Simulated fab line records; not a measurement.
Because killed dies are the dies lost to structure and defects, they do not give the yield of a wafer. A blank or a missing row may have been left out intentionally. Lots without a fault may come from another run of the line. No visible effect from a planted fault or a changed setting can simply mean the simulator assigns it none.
Chamber matching | flow nand harc | NHARC_P_ZERO_WELL_DESCUM_26 on rie diel-13 has 4 sister chambers
The step chemistry O2, time 3 s. 4 wafers are shown with their chamber, then 8 later ones without.

WAFERS WITH THEIR CHAMBER
wafer  | chamber | showerhead plenum p Torr (Torr)
L543.1 | 2       | 1.78
L543.3 | 1       | 1.82
L543.5 | 0       | 1.93
L544.1 | 3       | 1.96

WAFERS WHOSE CHAMBER IS MISSING
wafer  | showerhead plenum p Torr (Torr)
L544.4 | 1.82
L544.5 | 1.78
L551.2 | 1.92
L551.4 | 1.81
L551.6 | 1.92
L555.1 | 1.81
L555.2 | 1.95
L555.5 | 1.77

THE CHAMBER EACH PASSED THROUGH
wafer  | from the rows above     | in truth
L544.4 | 1                       | 1
L544.5 | 2                       | 2
L551.2 | 0                       | 0
L551.4 | 1                       | 1
L551.6 | 0                       | 0
L555.1 | 1                       | 1
L555.2 | can't be placed: 3 or 0 | 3
L555.5 | 2                       | 2
Placed correctly: 7 of 8. These rows do not allow placing 1 (true chamber among the candidates in 1). 0 placed wrongly.
How it was worked out, from the rows above alone: a wafer's distance from a chamber is the root of the sum, over the readings, of the square of ((its reading less the chamber's mean) divided by the reading's scatter). If the next closest chamber is less than 2 further off than the closest, the wafer can't be placed; otherwise it belongs to the closest. A chamber's mean is the mean of its shown wafers. The scatter (one wafer shown for each chamber): square how far every hidden wafer sits from the nearest shown wafer, average those squares and take the square root.
